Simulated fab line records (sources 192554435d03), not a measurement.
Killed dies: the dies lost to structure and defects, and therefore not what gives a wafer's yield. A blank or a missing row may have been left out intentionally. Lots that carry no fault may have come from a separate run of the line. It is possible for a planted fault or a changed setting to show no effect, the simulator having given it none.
What tool caused it? || flow n5_finfet || Sampling: 24 lots, 72 wafers, 5 of 1938 route steps

## WHAT EACH GAUGE READ, for each wafer
N5_BEOL_M4_INSPECT_59: inspects for defects (darkfield).
{"lot": "L074", "measured": "day 7 17:06", "on": "defect_inspect-01", "raw_defect_count": "111 78 82"}
{"lot": "L076", "measured": "day 8 06:38", "on": "defect_inspect-02", "raw_defect_count": "30 40 39"}
{"lot": "L075", "measured": "day 8 09:12", "on": "defect_inspect-01", "raw_defect_count": "66 81 112"}
{"lot": "L077", "measured": "day 8 11:34", "on": "defect_inspect-01", "raw_defect_count": "86 148 70"}
{"lot": "L078", "measured": "day 8 21:55", "on": "defect_inspect-02", "raw_defect_count": "114 69 107"}
{"lot": "L079", "measured": "day 9 03:43", "on": "defect_inspect-02", "raw_defect_count": "89 140 91"}
{"lot": "L081", "measured": "day 9 08:38", "on": "defect_inspect-02", "raw_defect_count": "46 68 81"}
{"lot": "L080", "measured": "day 9 11:07", "on": "defect_inspect-02", "raw_defect_count": "69 48 48"}
{"lot": "L082", "measured": "day 9 15:19", "on": "defect_inspect-02", "raw_defect_count": "54 79 40"}
{"lot": "L083", "measured": "day 10 03:25", "on": "defect_inspect-01", "raw_defect_count": "74 69 59"}
{"lot": "L084", "measured": "day 10 03:35", "on": "defect_inspect-01", "raw_defect_count": "59 69 93"}
{"lot": "L085", "measured": "day 10 15:11", "on": "defect_inspect-02", "raw_defect_count": "124 93 63"}
{"lot": "L086", "measured": "day 10 19:52", "on": "defect_inspect-01", "raw_defect_count": "86 62 76"}
{"lot": "L088", "measured": "day 11 03:52", "on": "defect_inspect-01", "raw_defect_count": "72 87 91"}
{"lot": "L087", "measured": "day 11 06:32", "on": "defect_inspect-02", "raw_defect_count": "82 103 68"}
{"lot": "L089", "measured": "day 11 10:56", "on": "defect_inspect-02", "raw_defect_count": "74 66 115"}
{"lot": "L091", "measured": "day 12 06:58", "on": "defect_inspect-02", "raw_defect_count": "34 52 75"}
{"lot": "L090", "measured": "day 12 15:13", "on": "defect_inspect-01", "raw_defect_count": "44 50 56"}
{"lot": "L093", "measured": "day 12 15:25", "on": "defect_inspect-02", "raw_defect_count": "84 117 139"}
{"lot": "L092", "measured": "day 13 02:18", "on": "defect_inspect-01", "raw_defect_count": "99 49 77"}
{"lot": "L094", "measured": "day 13 09:28", "on": "defect_inspect-02", "raw_defect_count": "68 46 150"}
{"lot": "L095", "measured": "day 13 11:59", "on": "defect_inspect-01", "raw_defect_count": "71 85 93"}
{"lot": "L096", "measured": "day 13 16:19", "on": "defect_inspect-02", "raw_defect_count": "26 57 60"}
{"lot": "L097", "measured": "day 14 01:29", "on": "defect_inspect-02", "raw_defect_count": "53 62 54"}

N5_BEOL_M5_RS_MEAS_57: a four-point-probe measurement.
{"lot": "L074", "measured": "day 8 06:49", "on": "film_metro-01", "M5_RS (ohm/sq)": "0.401 0.395 0.410"}
{"lot": "L076", "measured": "day 8 17:34", "on": "film_metro-02", "M5_RS (ohm/sq)": "0.425 0.380 0.404"}
{"lot": "L075", "measured": "day 8 20:13", "on": "film_metro-01", "M5_RS (ohm/sq)": "0.373 0.370 0.378"}
{"lot": "L077", "measured": "day 9 00:34", "on": "film_metro-02", "M5_RS (ohm/sq)": "0.395 0.418 0.437"}
{"lot": "L078", "measured": "day 9 08:42", "on": "film_metro-02", "M5_RS (ohm/sq)": "0.404 0.385 0.386"}
{"lot": "L079", "measured": "day 9 16:11", "on": "film_metro-02", "M5_RS (ohm/sq)": "0.404 0.412 0.403"}
{"lot": "L081", "measured": "day 9 21:22", "on": "film_metro-01", "M5_RS (ohm/sq)": "0.366 0.366 0.394"}
{"lot": "L080", "measured": "day 10 01:40", "on": "film_metro-01", "M5_RS (ohm/sq)": "0.392 0.373 0.405"}
{"lot": "L082", "measured": "day 10 09:14", "on": "film_metro-01", "M5_RS (ohm/sq)": "0.403 0.403 0.382"}
{"lot": "L083", "measured": "day 10 17:14", "on": "film_metro-01", "M5_RS (ohm/sq)": "0.375 0.402 0.379"}
{"lot": "L084", "measured": "day 10 17:44", "on": "film_metro-02", "M5_RS (ohm/sq)": "0.377 0.356 0.364"}
{"lot": "L085", "measured": "day 11 12:47", "on": "film_metro-01", "M5_RS (ohm/sq)": "0.426 0.377 0.389"}
{"lot": "L086", "measured": "day 11 08:34", "on": "film_metro-02", "M5_RS (ohm/sq)": "0.390 0.416 0.395"}
{"lot": "L088", "measured": "day 11 17:13", "on": "film_metro-02", "M5_RS (ohm/sq)": "0.395 0.362 0.395"}
{"lot": "L087", "measured": "day 11 22:24", "on": "film_metro-02", "M5_RS (ohm/sq)": "0.372 0.382 0.373"}
{"lot": "L089", "measured": "day 12 02:06", "on": "film_metro-02", "M5_RS (ohm/sq)": "0.407 0.363 0.378"}
{"lot": "L091", "measured": "day 12 20:08", "on": "film_metro-01", "M5_RS (ohm/sq)": "0.415 0.432 0.385"}
{"lot": "L090", "measured": "day 13 05:17", "on": "film_metro-02", "M5_RS (ohm/sq)": "0.412 0.421 0.381"}
{"lot": "L093", "measured": "day 13 04:47", "on": "film_metro-02", "M5_RS (ohm/sq)": "0.385 0.419 0.406"}
{"lot": "L092", "measured": "day 13 15:28", "on": "film_metro-02", "M5_RS (ohm/sq)": "0.404 0.432 0.409"}
{"lot": "L094", "measured": "day 13 21:48", "on": "film_metro-01", "M5_RS (ohm/sq)": "0.375 0.379 0.379"}
{"lot": "L095", "measured": "day 14 01:13", "on": "film_metro-01", "M5_RS (ohm/sq)": "0.392 0.383 0.400"}
{"lot": "L096", "measured": "day 14 03:26", "on": "film_metro-02", "M5_RS (ohm/sq)": "0.393 0.387 0.393"}
{"lot": "L097", "measured": "day 14 12:10", "on": "film_metro-02", "M5_RS (ohm/sq)": "0.389 0.404 0.395"}

## EACH LOT AND THE TOOL THAT RAN IT (in order: tool; ch and the chambers of the sampled wafers; start)
{"lot": "L074", "N5_BEOL_M5_SPUTTER_48": "pvd_sputter-03, day 8 01:14", "N5_BEOL_M5_ANNEAL_49": "pvd_sputter-03, day 8 01:19", "N5_BEOL_M5_ANNEAL_84": "pvd_sputter-03, day 8 03:29"}
{"lot": "L076", "N5_BEOL_M5_SPUTTER_48": "pvd_sputter-01, day 8 12:10", "N5_BEOL_M5_ANNEAL_49": "pvd_sputter-01, day 8 12:15", "N5_BEOL_M5_ANNEAL_84": "pvd_sputter-01, day 8 14:25"}
{"lot": "L075", "N5_BEOL_M5_SPUTTER_48": "pvd_sputter-03, day 8 14:32", "N5_BEOL_M5_ANNEAL_49": "pvd_sputter-03, day 8 14:37", "N5_BEOL_M5_ANNEAL_84": "pvd_sputter-03, day 8 16:47"}
{"lot": "L077", "N5_BEOL_M5_SPUTTER_48": "pvd_sputter-03, day 8 19:08", "N5_BEOL_M5_ANNEAL_49": "pvd_sputter-03, day 8 19:13", "N5_BEOL_M5_ANNEAL_84": "pvd_sputter-03, day 8 21:23"}
{"lot": "L078", "N5_BEOL_M5_SPUTTER_48": "pvd_sputter-02, day 9 03:14", "N5_BEOL_M5_ANNEAL_49": "pvd_sputter-02, day 9 03:19", "N5_BEOL_M5_ANNEAL_84": "pvd_sputter-02, day 9 05:29"}
{"lot": "L079", "N5_BEOL_M5_SPUTTER_48": "pvd_sputter-03, day 9 10:22", "N5_BEOL_M5_ANNEAL_49": "pvd_sputter-03, day 9 10:26", "N5_BEOL_M5_ANNEAL_84": "pvd_sputter-03, day 9 12:37"}
{"lot": "L081", "N5_BEOL_M5_SPUTTER_48": "pvd_sputter-03, day 9 15:58", "N5_BEOL_M5_ANNEAL_49": "pvd_sputter-03, day 9 16:02", "N5_BEOL_M5_ANNEAL_84": "pvd_sputter-03, day 9 18:13"}
{"lot": "L080", "N5_BEOL_M5_SPUTTER_48": "pvd_sputter-01, day 9 20:15", "N5_BEOL_M5_ANNEAL_49": "pvd_sputter-01, day 9 20:20", "N5_BEOL_M5_ANNEAL_84": "pvd_sputter-01, day 9 22:31"}
{"lot": "L082", "N5_BEOL_M5_SPUTTER_48": "pvd_sputter-01, day 10 03:44", "N5_BEOL_M5_ANNEAL_49": "pvd_sputter-01, day 10 03:49", "N5_BEOL_M5_ANNEAL_84": "pvd_sputter-01, day 10 05:59"}
{"lot": "L083", "N5_BEOL_M5_SPUTTER_48": "pvd_sputter-02, day 10 11:28", "N5_BEOL_M5_ANNEAL_49": "pvd_sputter-02, day 10 11:33", "N5_BEOL_M5_ANNEAL_84": "pvd_sputter-02, day 10 13:44"}
{"lot": "L084", "N5_BEOL_M5_SPUTTER_48": "pvd_sputter-03, day 10 12:16", "N5_BEOL_M5_ANNEAL_49": "pvd_sputter-03, day 10 12:21", "N5_BEOL_M5_ANNEAL_84": "pvd_sputter-03, day 10 14:31"}
{"lot": "L085", "N5_BEOL_M5_SPUTTER_48": "pvd_sputter-01, day 10 21:58", "N5_BEOL_M5_ANNEAL_49": "pvd_sputter-01, day 10 22:02", "N5_BEOL_M5_ANNEAL_84": "pvd_sputter-01, day 11 00:13"}
{"lot": "L086", "N5_BEOL_M5_SPUTTER_48": "pvd_sputter-02, day 11 02:35", "N5_BEOL_M5_ANNEAL_49": "pvd_sputter-02, day 11 02:40", "N5_BEOL_M5_ANNEAL_84": "pvd_sputter-02, day 11 04:50"}
{"lot": "L088", "N5_BEOL_M5_SPUTTER_48": "pvd_sputter-03, day 11 11:36", "N5_BEOL_M5_ANNEAL_49": "pvd_sputter-03, day 11 11:41", "N5_BEOL_M5_ANNEAL_84": "pvd_sputter-03, day 11 13:51"}
{"lot": "L087", "N5_BEOL_M5_SPUTTER_48": "pvd_sputter-02, day 11 16:52", "N5_BEOL_M5_ANNEAL_49": "pvd_sputter-02, day 11 16:56", "N5_BEOL_M5_ANNEAL_84": "pvd_sputter-02, day 11 19:07"}
{"lot": "L089", "N5_BEOL_M5_SPUTTER_48": "pvd_sputter-03, day 11 20:25", "N5_BEOL_M5_ANNEAL_49": "pvd_sputter-03, day 11 20:30", "N5_BEOL_M5_ANNEAL_84": "pvd_sputter-03, day 11 22:41"}
{"lot": "L091", "N5_BEOL_M5_SPUTTER_48": "pvd_sputter-01, day 12 13:59", "N5_BEOL_M5_ANNEAL_49": "pvd_sputter-01, day 12 14:04", "N5_BEOL_M5_ANNEAL_84": "pvd_sputter-01, day 12 16:14"}
{"lot": "L090", "N5_BEOL_M5_SPUTTER_48": "pvd_sputter-02, day 12 23:53", "N5_BEOL_M5_ANNEAL_49": "pvd_sputter-02, day 12 23:58", "N5_BEOL_M5_ANNEAL_84": "pvd_sputter-02, day 13 02:08"}
{"lot": "L093", "N5_BEOL_M5_SPUTTER_48": "pvd_sputter-01, day 12 23:07", "N5_BEOL_M5_ANNEAL_49": "pvd_sputter-01, day 12 23:12", "N5_BEOL_M5_ANNEAL_84": "pvd_sputter-01, day 13 01:23"}
{"lot": "L092", "N5_BEOL_M5_SPUTTER_48": "pvd_sputter-03, day 13 09:48", "N5_BEOL_M5_ANNEAL_49": "pvd_sputter-03, day 13 09:53", "N5_BEOL_M5_ANNEAL_84": "pvd_sputter-03, day 13 12:03"}
{"lot": "L094", "N5_BEOL_M5_SPUTTER_48": "pvd_sputter-01, day 13 16:05", "N5_BEOL_M5_ANNEAL_49": "pvd_sputter-01, day 13 16:10", "N5_BEOL_M5_ANNEAL_84": "pvd_sputter-01, day 13 18:20"}
{"lot": "L095", "N5_BEOL_M5_SPUTTER_48": "pvd_sputter-03, day 13 19:49", "N5_BEOL_M5_ANNEAL_49": "pvd_sputter-03, day 13 19:53", "N5_BEOL_M5_ANNEAL_84": "pvd_sputter-03, day 13 22:04"}
{"lot": "L096", "N5_BEOL_M5_SPUTTER_48": "pvd_sputter-02, day 13 22:02", "N5_BEOL_M5_ANNEAL_49": "pvd_sputter-02, day 13 22:07", "N5_BEOL_M5_ANNEAL_84": "pvd_sputter-02, day 14 00:18"}
{"lot": "L097", "N5_BEOL_M5_SPUTTER_48": "pvd_sputter-02, day 14 06:26", "N5_BEOL_M5_ANNEAL_49": "pvd_sputter-02, day 14 06:31", "N5_BEOL_M5_ANNEAL_84": "pvd_sputter-02, day 14 08:41"}
- N5_BEOL_M5_SPUTTER_48: material Cu, target thk 15 nm, time 27.62 s.
- N5_BEOL_M5_ANNEAL_49: time 1800 s.
- N5_BEOL_M5_ANNEAL_84: time 1800 s.

## WHAT THE TOOLS THEMSELVES READ (means of the sampled wafers that have a number; where no wafer has one, the mark that the record gives instead)
N5_BEOL_M5_SPUTTER_48.
{"lot": "L074", "tool": "pvd_sputter-03", "throttle_valve_pct (%)": 31.5}
{"lot": "L076", "tool": "pvd_sputter-01", "throttle_valve_pct (%)": 28.9}
{"lot": "L075", "tool": "pvd_sputter-03", "throttle_valve_pct (%)": 31.5}
{"lot": "L077", "tool": "pvd_sputter-03", "throttle_valve_pct (%)": 31.4}
{"lot": "L078", "tool": "pvd_sputter-02", "throttle_valve_pct (%)": 30.0}
{"lot": "L079", "tool": "pvd_sputter-03", "throttle_valve_pct (%)": 31.3}
{"lot": "L081", "tool": "pvd_sputter-03", "throttle_valve_pct (%)": 31.3}
{"lot": "L080", "tool": "pvd_sputter-01", "throttle_valve_pct (%)": 28.8}
{"lot": "L082", "tool": "pvd_sputter-01", "throttle_valve_pct (%)": 28.2}
{"lot": "L083", "tool": "pvd_sputter-02", "throttle_valve_pct (%)": 30.0}
{"lot": "L084", "tool": "pvd_sputter-03", "throttle_valve_pct (%)": 31.3}
{"lot": "L085", "tool": "pvd_sputter-01", "throttle_valve_pct (%)": 28.4}
{"lot": "L086", "tool": "pvd_sputter-02", "throttle_valve_pct (%)": 30.6}
{"lot": "L088", "tool": "pvd_sputter-03", "throttle_valve_pct (%)": 31.1}
{"lot": "L087", "tool": "pvd_sputter-02", "throttle_valve_pct (%)": 30.2}
{"lot": "L089", "tool": "pvd_sputter-03", "throttle_valve_pct (%)": 31.4}
{"lot": "L091", "tool": "pvd_sputter-01", "throttle_valve_pct (%)": 30.1}
{"lot": "L090", "tool": "pvd_sputter-02", "throttle_valve_pct (%)": 30.0}
{"lot": "L093", "tool": "pvd_sputter-01", "throttle_valve_pct (%)": 28.9}
{"lot": "L092", "tool": "pvd_sputter-03", "throttle_valve_pct (%)": 31.4}
{"lot": "L094", "tool": "pvd_sputter-01", "throttle_valve_pct (%)": 29.0}
{"lot": "L095", "tool": "pvd_sputter-03", "throttle_valve_pct (%)": 31.2}
{"lot": "L096", "tool": "pvd_sputter-02", "throttle_valve_pct (%)": 29.9}
{"lot": "L097", "tool": "pvd_sputter-02", "throttle_valve_pct (%)": 30.6}

N5_BEOL_M5_ANNEAL_49.
{"lot": "L074", "tool": "pvd_sputter-03", "heater_power_w (W)": 840}
{"lot": "L076", "tool": "pvd_sputter-01", "heater_power_w (W)": 720}
{"lot": "L075", "tool": "pvd_sputter-03", "heater_power_w (W)": 832}
{"lot": "L077", "tool": "pvd_sputter-03", "heater_power_w (W)": 833}
{"lot": "L078", "tool": "pvd_sputter-02", "heater_power_w (W)": 879}
{"lot": "L079", "tool": "pvd_sputter-03", "heater_power_w (W)": 832}
{"lot": "L081", "tool": "pvd_sputter-03", "heater_power_w (W)": 811}
{"lot": "L080", "tool": "pvd_sputter-01", "heater_power_w (W)": 706}
{"lot": "L082", "tool": "pvd_sputter-01", "heater_power_w (W)": 805}
{"lot": "L083", "tool": "pvd_sputter-02", "heater_power_w (W)": 858}
{"lot": "L084", "tool": "pvd_sputter-03", "heater_power_w (W)": 865}
{"lot": "L085", "tool": "pvd_sputter-01", "heater_power_w (W)": 789}
{"lot": "L086", "tool": "pvd_sputter-02", "heater_power_w (W)": 882}
{"lot": "L088", "tool": "pvd_sputter-03", "heater_power_w (W)": 858}
{"lot": "L087", "tool": "pvd_sputter-02", "heater_power_w (W)": 859}
{"lot": "L089", "tool": "pvd_sputter-03", "heater_power_w (W)": 834}
{"lot": "L091", "tool": "pvd_sputter-01", "heater_power_w (W)": 656}
{"lot": "L090", "tool": "pvd_sputter-02", "heater_power_w (W)": 909}
{"lot": "L093", "tool": "pvd_sputter-01", "heater_power_w (W)": 728}
{"lot": "L092", "tool": "pvd_sputter-03", "heater_power_w (W)": 825}
{"lot": "L094", "tool": "pvd_sputter-01", "heater_power_w (W)": 719}
{"lot": "L095", "tool": "pvd_sputter-03", "heater_power_w (W)": 868}
{"lot": "L096", "tool": "pvd_sputter-02", "heater_power_w (W)": 907}
{"lot": "L097", "tool": "pvd_sputter-02", "heater_power_w (W)": 860}

N5_BEOL_M5_ANNEAL_84.
{"lot": "L074", "tool": "pvd_sputter-03", "heater_power_w (W)": 831}
{"lot": "L076", "tool": "pvd_sputter-01", "heater_power_w (W)": 714}
{"lot": "L075", "tool": "pvd_sputter-03", "heater_power_w (W)": 824}
{"lot": "L077", "tool": "pvd_sputter-03", "heater_power_w (W)": 830}
{"lot": "L078", "tool": "pvd_sputter-02", "heater_power_w (W)": 906}
{"lot": "L079", "tool": "pvd_sputter-03", "heater_power_w (W)": 833}
{"lot": "L081", "tool": "pvd_sputter-03", "heater_power_w (W)": 799}
{"lot": "L080", "tool": "pvd_sputter-01", "heater_power_w (W)": 723}
{"lot": "L082", "tool": "pvd_sputter-01", "heater_power_w (W)": 809}
{"lot": "L083", "tool": "pvd_sputter-02", "heater_power_w (W)": 853}
{"lot": "L084", "tool": "pvd_sputter-03", "heater_power_w (W)": 860}
{"lot": "L085", "tool": "pvd_sputter-01", "heater_power_w (W)": 788}
{"lot": "L086", "tool": "pvd_sputter-02", "heater_power_w (W)": 879}
{"lot": "L088", "tool": "pvd_sputter-03", "heater_power_w (W)": 868}
{"lot": "L087", "tool": "pvd_sputter-02", "heater_power_w (W)": 874}
{"lot": "L089", "tool": "pvd_sputter-03", "heater_power_w (W)": 845}
{"lot": "L091", "tool": "pvd_sputter-01", "heater_power_w (W)": 657}
{"lot": "L090", "tool": "pvd_sputter-02", "heater_power_w (W)": 903}
{"lot": "L093", "tool": "pvd_sputter-01", "heater_power_w (W)": 735}
{"lot": "L092", "tool": "pvd_sputter-03", "heater_power_w (W)": 845}
{"lot": "L094", "tool": "pvd_sputter-01", "heater_power_w (W)": 717}
{"lot": "L095", "tool": "pvd_sputter-03", "heater_power_w (W)": 882}
{"lot": "L096", "tool": "pvd_sputter-02", "heater_power_w (W)": 895}
{"lot": "L097", "tool": "pvd_sputter-02", "heater_power_w (W)": 884}

## THE ANSWER, worked out from the rows above alone
Rule: what is usual is taken from the lots themselves. The widest of any qualifying gaps counts: lots, ordered by their means at a reading, are off when they make up no more than a third of the lots, leave a main group of 4 or more, and stand apart from it by 3 or more times the standard deviation of that group's means. The tables above print the reading to a certain number of digits; a main group whose means all agree to those digits is not used. A lot without any number at a reading at which 4 lots or more have one is off too. The other lots that the step has rows for count as sound. Order of review: gauges by route order, followed by the tools' own readings, for which a lot's mean as printed above is used. The first step at which some lot is off is used, and at that step the reading that is off furthest; a lot without a number counts as furthest.
No lot is off at any reading shown: from this, nothing can be told.

## WHAT THE SIMULATOR HAD PUT IN
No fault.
